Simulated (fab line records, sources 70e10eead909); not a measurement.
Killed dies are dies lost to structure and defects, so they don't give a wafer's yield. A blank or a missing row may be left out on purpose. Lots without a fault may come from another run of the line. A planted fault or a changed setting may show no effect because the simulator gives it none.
Which tool did it? | flow nand_harc | 11 lots, 33 wafers sampled, at 5 steps of a route of 1302

WHAT THE GAUGES READ, wafer by wafer
NHARC_A_CHANNEL_HOLE_D1_OVL_MEAS_11. Usual: overlay_x_nm -0.2 nm, standard deviation 0.92; overlay_y_nm 0.3 nm, standard deviation 0.96.
lot  | measured     | on         | overlay_x_nm (nm) | overlay_y_nm (nm) | flag
L205 | day 8 15:37  | overlay-01 | 0.0 0.0 -0.7      | 1.2 1.5 1.1       |
L207 | day 9 05:11  | overlay-01 | 0.2 0.3 -0.1      | 0.3 0.5 0.1       |
L208 | day 9 20:07  | overlay-01 | -0.5 -0.8 -0.7    | 1.3 1.3 1.7       |
L210 | day 10 12:13 | overlay-02 | -1.5 -0.9 -1.0    | 2.1 2.0 1.4       |
L211 | day 10 23:06 | overlay-01 | -0.5 -0.2 -1.1    | -1.0 -0.8 -0.3    |
L212 | day 11 08:22 | overlay-02 | -1.2 -0.7 -1.1    | 0.8 0.9 0.4       |
L213 | day 11 23:01 | overlay-01 | -2.1 -2.1 -1.7    | 1.7 1.5 1.9       |
L215 | day 12 12:22 | overlay-01 | 1.6 1.2 1.4       | 0.1 0.4 0.6       |
L217 | day 13 00:07 | overlay-01 | 0.0 -0.2 -0.4     | -0.8 -0.9 -0.3    |
L223 | day 16 10:17 | overlay-01 | -0.6 -1.3 -0.8    | 0.1 0.7 0.6       |
L226 | day 17 09:37 | overlay-02 | -0.5 -1.4 -0.3    | -0.7 -1.3 -1.2    |

NHARC_END_SORT_01. Usual: killed_at_array 61, standard deviation 22; killed_at_other 0.8, standard deviation 1; killed_at_periphery 3.8, standard deviation 2.3; killed_dies 66, standard deviation 22; killed_open 3.2, standard deviation 1.9; killed_short 2.8, standard deviation 1.8.
lot  | measured     | on        | killed_at_array | killed_at_other | killed_at_periphery | killed_dies | killed_open | killed_short | flag
L215 | day 28 06:32 | prober-01 | 60 55 54        | 1 0 1           | 2 2 1               | 63 57 56    | 0 1 0       | 3 4 2        |
L217 | day 28 10:52 | prober-02 | 68 39 55        | 0 0 1           | 2 2 1               | 70 41 57    | 3 2 2       | 4 2 2        |

WHICH TOOL RAN EACH LOT (tool, then ch and the chambers of the sampled wafers, then the start)
lot  | NHARC_A_CHANNEL_HOLE_D1_ETCH_39    | NHARC_A_CHANNEL_HOLE_D1_ETCH_23  | NHARC_A_CHANNEL_HOLE_D1_ETCH_25
L205 | rie_diel-09 ch 1,3, day 8 15:55    | har_etch-01 ch 0, day 8 20:35    | har_etch-01 ch 0, day 8 22:04
L207 | rie_diel-01 ch 1,3, day 9 05:42    | har_etch-02 ch 0,1, day 9 08:08  | har_etch-02 ch 0,1, day 9 09:37
L208 | rie_diel-13 ch 0,1,2, day 9 20:23  | har_etch-02 ch 0,1, day 9 22:49  | har_etch-02 ch 0,1, day 10 00:16
L210 | rie_diel-09 ch 1,2,3, day 10 12:32 | har_etch-01 ch 0,1, day 10 18:31 | har_etch-01 ch 0,1, day 10 20:04
L211 | rie_diel-09 ch 1,2,3, day 10 23:23 | har_etch-02 ch 0,1, day 11 04:42 | har_etch-02 ch 0,1, day 11 06:11
L212 | rie_diel-13 ch 1,2,3, day 11 08:41 | har_etch-01 ch 0,1, day 11 11:12 | har_etch-01 ch 0,1, day 11 12:41
L213 | rie_diel-09 ch 0,1,3, day 11 23:19 | har_etch-02 ch 0,1, day 12 01:50 | har_etch-02 ch 0,1, day 12 03:21
L215 | rie_diel-09 ch 0,3, day 12 12:40   | har_etch-02 ch 1, day 12 17:55   | har_etch-02 ch 1, day 12 21:01
L217 | rie_diel-13 ch 2,3, day 13 00:29   | har_etch-01 ch 0,1, day 13 04:25 | har_etch-01 ch 0,1, day 13 05:55
L223 | rie_diel-09 ch 1,3, day 16 10:40   | har_etch-01 ch 0,1, day 16 13:19 | har_etch-01 ch 0,1, day 16 14:46
L226 | rie_diel-09 ch 1,3, day 17 09:53   | har_etch-01 ch 0,1, day 17 15:50 | har_etch-01 ch 0,1, day 17 17:19
- NHARC_A_CHANNEL_HOLE_D1_ETCH_39: etches the open film in N2/H2, target depth 260 nm, time 325 s.
- NHARC_A_CHANNEL_HOLE_D1_ETCH_23: etches the open film in C4F8/O2/Ar, time 819 s, target depth 1600 nm.
- NHARC_A_CHANNEL_HOLE_D1_ETCH_25: etches the open film in C4F8/O2/Ar, time 1040.2 s, target depth 1500 nm.

WHAT THE TOOLS THEMSELVES READ (means of the sampled wafers that have a number; where no wafer has one, the mark that the record gives instead)
NHARC_A_CHANNEL_HOLE_D1_ETCH_39. Usual: drypump_motor_current_A 5.8 A, standard deviation 0.56; oes_product_au 0.999 a.u., standard deviation 0.0081; rf_vpp_V 430.8 V, standard deviation 2.9; run_length_s 346.3 s, standard deviation 0.3; showerhead_plenum_p_Torr 2.05 Torr, standard deviation 0.1; throttle_valve_pct 14.173 %, standard deviation 0.0091.
lot  | tool        | drypump_motor_current_A (A) | oes_product_au (a.u.) | rf_vpp_V (V) | run_length_s (s) | showerhead_plenum_p_Torr (Torr) | throttle_valve_pct (%) | flag
L205 | rie_diel-09 | 5.7                         | 0.996                 | 432.3        | 346.5            | 2.10                            | 14.163                 |
L207 | rie_diel-01 | 5.7                         | 1.000                 | 427.4        | 346.0            | 1.93                            | 14.173                 |
L208 | rie_diel-13 | 5.9                         | 0.995                 | 433.6        | 346.0            | 2.12                            | 14.185                 |
L210 | rie_diel-09 | 6.0                         | 0.995                 | 431.3        | 346.4            | 2.05                            | 14.180                 |
L211 | rie_diel-09 | 6.0                         | 0.990                 | 430.7        | 346.5            | 2.05                            | 14.171                 |
L212 | rie_diel-13 | 5.7                         | 0.990                 | 432.4        | 345.9            | 2.09                            | 14.166                 |
L213 | rie_diel-09 | 5.6                         | 1.003                 | 430.3        | 346.5            | 2.05                            | 14.172                 |
L215 | rie_diel-09 | 5.1                         | 1.006                 | 430.7        | 346.4            | 2.09                            | 14.177                 |
L217 | rie_diel-13 | 5.9                         | 1.000                 | 432.8        | 345.9            | 2.11                            | 14.181                 |
L223 | rie_diel-09 | 6.1                         | 1.007                 | 429.2        | 278.0            | 2.00                            | 14.169                 | OFF
L226 | rie_diel-09 | 5.7                         | 1.000                 | 431.6        | 277.9            | 2.09                            | 14.171                 | OFF

NHARC_A_CHANNEL_HOLE_D1_ETCH_23. Usual: c4f8_flow_sccm 89.32 sccm, standard deviation 0.24; drypump_motor_current_A 5.9 A, standard deviation 0.39; run_length_s 805 s, standard deviation 4.4; showerhead_plenum_p_Torr 3.62 Torr, standard deviation 0.14; throttle_valve_pct 32.155 %, standard deviation 0.0083.
lot  | tool        | c4f8_flow_sccm (sccm) | drypump_motor_current_A (A) | run_length_s (s) | showerhead_plenum_p_Torr (Torr) | throttle_valve_pct (%) | flag
L205 | har_etch-01 | 89.15                 | 6.4                         | 804              | 3.66                            | 32.156                 |
L207 | har_etch-02 | 89.26                 | 5.8                         | 804              | 3.50                            | 32.163                 |
L208 | har_etch-02 | 89.27                 | 5.8                         | 804              | 3.45                            | 32.157                 |
L210 | har_etch-01 | 89.08                 | 5.7                         | 804              | 3.70                            | 32.153                 |
L211 | har_etch-02 | 89.36                 | 5.8                         | 804              | 3.44                            | 32.147                 |
L212 | har_etch-01 | 89.36                 | 5.7                         | 804              | 3.69                            | 32.154                 |
L213 | har_etch-02 | 89.58                 | 5.8                         | 804              | 3.43                            | 32.155                 |
L215 | har_etch-02 | 89.21                 | 5.8                         | 820              | 3.51                            | 32.153                 | OFF
L217 | har_etch-01 | 89.39                 | 6.1                         | 804              | 3.65                            | 32.153                 |
L223 | har_etch-01 | 88.99                 | 5.7                         | 804              | 3.65                            | 32.156                 |
L226 | har_etch-01 | 89.27                 | 6.1                         | 804              | 3.61                            | 32.149                 |

NHARC_A_CHANNEL_HOLE_D1_ETCH_25. Usual: c4f8_flow_sccm 93.87 sccm, standard deviation 0.25; drypump_motor_current_A 5.9 A, standard deviation 0.39; run_length_s 1025.9 s, standard deviation 2.6; showerhead_plenum_p_Torr 3.61 Torr, standard deviation 0.14; throttle_valve_pct 32.235 %, standard deviation 0.0091.
lot  | tool        | c4f8_flow_sccm (sccm) | drypump_motor_current_A (A) | run_length_s (s) | showerhead_plenum_p_Torr (Torr) | throttle_valve_pct (%) | flag
L205 | har_etch-01 | 94.11                 | 6.4                         | 1025.2           | 3.65                            | 32.239                 |
L207 | har_etch-02 | 94.10                 | 5.8                         | 1025.2           | 3.50                            | 32.231                 |
L208 | har_etch-02 | 93.84                 | 5.8                         | 1025.2           | 3.45                            | 32.239                 |
L210 | har_etch-01 | 93.67                 | 5.7                         | 1025.2           | 3.69                            | 32.230                 |
L211 | har_etch-02 | 93.58                 | 5.8                         | 1025.2           | 3.44                            | 32.229                 |
L212 | har_etch-01 | 93.73                 | 5.8                         | 1025.2           | 3.68                            | 32.237                 |
L213 | har_etch-02 | 93.70                 | 5.8                         | 1025.2           | 3.43                            | 32.228                 |
L215 | har_etch-02 | 94.08                 | 5.8                         | 1032.2           | 3.51                            | 32.235                 |
L217 | har_etch-01 | 94.18                 | 6.0                         | 1025.2           | 3.64                            | 32.230                 |
L223 | har_etch-01 | 94.01                 | 5.7                         | 1025.2           | 3.65                            | 32.232                 |
L226 | har_etch-01 | 94.09                 | 6.1                         | 1025.2           | 3.61                            | 32.238                 |

THE ANSWER, worked out from the rows above alone
Rule: a lot is off if the mean of its wafers that have a number lies more than 3 standard deviations from the usual mean. A lot without any number at a reading at which 4 lots or more have one is off too. The other lots that the step has rows for count as sound. The gauges are gone through in route order, then the tools' own readings, and for those a lot's mean is taken as printed above. The first step at which some lot is off is used, and at that step the reading that is off furthest; a lot without a number counts as furthest.
Off: L223, L226, at NHARC_A_CHANNEL_HOLE_D1_ETCH_39 (run_length_s).
A tool fits if, at that step or a process step before it, it ran every lot that is off, and no sound lot after the first of them. One fits: rie_diel-09 at NHARC_A_CHANNEL_HOLE_D1_ETCH_39. Its last sound lot is L215 (day 12 12:40), its first lot that is off L223 (day 16 10:40): a fault that began between those two fits.
The tool's own readings at NHARC_A_CHANNEL_HOLE_D1_ETCH_39 bear it out: on the lots that are off they differ by more than 5 times the standard deviation of the sound lots' means. run_length_s reads 277.9 s there against 346.2 s on the sound lots.

WHAT THE SIMULATOR HAD PUT IN
Process parameter drift: rie_diel-09, from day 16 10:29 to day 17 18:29, at NHARC_A_CHANNEL_HOLE_D1_ETCH_39. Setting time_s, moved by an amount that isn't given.
Lots struck among those shown: L223, L226. The rule above found the same.
